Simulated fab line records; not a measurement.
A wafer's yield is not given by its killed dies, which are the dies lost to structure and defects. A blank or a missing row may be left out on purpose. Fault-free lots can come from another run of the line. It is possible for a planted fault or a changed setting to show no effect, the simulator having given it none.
Comparing a struck lot with a sound one	flow n5_finfet	22 out of 1938 route steps
Sound: the wafers L795.1, L795.4, L795.5. Wafers L802.1, L802.4, L802.5 were the ones struck. The cause is named last.
Each step with rows lists, per side, the tool, then ch with its chambers, then its first start. Under that, the readings that differ: sound wafers	struck wafers	difference of the means	sigmas: that difference in standard deviations of wafers without a fault.
alike: words and numbers the same on both sides, and readings whose means are apart by under 2 such deviations; not compared: readings that were withheld, readings missing a value for some wafer, numbers with overlapping values and no deviation given by the record, and bounds like >300 which may hide the same value.
The two part at a step that has a row with sigmas, a row that says differs or no value, or rows on one side only. When numbers do not overlap yet have no deviation, they are printed without sigmas and do not part them. A reading missing from all wafers of one side parts the sides only when that side holds two or more wafers.

first, 8 steps without rows for these wafers: N5_BEOL_M3_ANNEAL_51 (time 90 s); N5_BEOL_M3_CMP_52 (polishes, stops on SiOC, t overpolish 6.8 s, target thk 40 nm); N5_BEOL_M3_PRE_CLEAN_60 (time 15 s); N5_BEOL_M3_CO_CAP_55 (material Co, precursor CCTBA/H2, target thk 2 nm, time 102.1 s); N5_BEOL_M3_PRE_CLEAN_56 (time 15 s); N5_BEOL_M3_DEP_57 (deposits SiCN from 3MS/NH3, target thk 8 nm, time 14 s); N5_BEOL_M4_ILD_DEP_00 (deposits SiOC from DEMS/O2, target thk 79 nm, time 15.3 s); N5_BEOL_M4_PECVD_72 (deposits SiO2 from TEOS/O2, target thk 16 nm, time 18 s).
N5_BEOL_M4_HM_DEP_02: deposits TiN, target thk 20 nm.
  sound: pvd_sputter-01 at day 10 00:34; struck: pvd_sputter-01 at day 11 18:55
  alike: throttle_valve_pct
then, 9 steps without rows for these wafers: N5_BEOL_M4_COAT_61 (time 60 s, resist thk 60 nm); N5_BEOL_M4_COAT_62 (time 60 s, resist thk 12 nm); N5_BEOL_M4_COAT_73 (time 60 s, resist thk 5 nm); N5_BEOL_M4_COAT_05 (resist thk 30 nm); N5_BEOL_M4_EBR_07; N5_BEOL_M4_SOFTBAKE_06 (time 60 s); N5_BEOL_M4_EXPOSE_08 (exposes mask M4); N5_BEOL_M4_PEB_09 (peb time 60 s); N5_BEOL_M4_DEVELOP_10 (develop time 30 s).
N5_BEOL_M4_INSPECT_13: inspects for defects (brightfield).
  sound: defect_inspect-01 at day 10 01:10; struck: defect_inspect-02 at day 11 19:31
reading	sound	struck	difference	sigmas
raw_defect_count	260 289 227	1279 1173 1261	+979	+11
then, 1 step without rows for these wafers: N5_BEOL_M4_DESCUM_16 (chemistry O2, time 7 s).
N5_BEOL_M4_RC_MEAS_101:
  sound on prober-01 ch 0, day 10 10:29; struck on prober-02 ch 0, day 12 01:07
  alike: DIBL_N, DIBL_P, IOFF_N, IOFF_P, ION_N, ION_P, SS_N, SS_P, VT_N, VT_P
-- a jump in the record: the struck wafers' starts before and after are 5 days apart (it breaks off in module BEOL_M4 and resumes in module PASSIVATION, where the first step shown is number 1936 of the route) --
N5_PASSIVATION_PROBE_49:
  sound: prober-02 at day 15 04:29; struck: prober-02 at day 16 20:52
reading	sound	struck	difference	sigmas
defect_limited_yield (%)	90.4 91.2 90.8	80.0 80.4 81.2	-10.3	-7
killed_at_M4_up	13 8 4	152 150 147	+141	+26
killed_dies	113 104 109	236 231 222	+121	+7
sort_bin_5_function (%)	5.3 5.7 6.0	12.2 11.9 11.4	+6.2	+6
sort_n_pass	1067 1076 1071	944 949 958	-121	-7
sort_yield_pct (%)	90.4 91.2 90.8	80.0 80.4 81.2	-10.3	-7
  alike: killed_at_M0_to_M3, killed_at_contacts, killed_at_front_end, killed_at_other, killed_open, killed_short, sort_bin_6_memory

== WHERE THEY PART ==
Earliest at N5_BEOL_M4_INSPECT_13; latest, in this record, at N5_PASSIVATION_PROBE_49.

WHY: whatever the simulator had introduced
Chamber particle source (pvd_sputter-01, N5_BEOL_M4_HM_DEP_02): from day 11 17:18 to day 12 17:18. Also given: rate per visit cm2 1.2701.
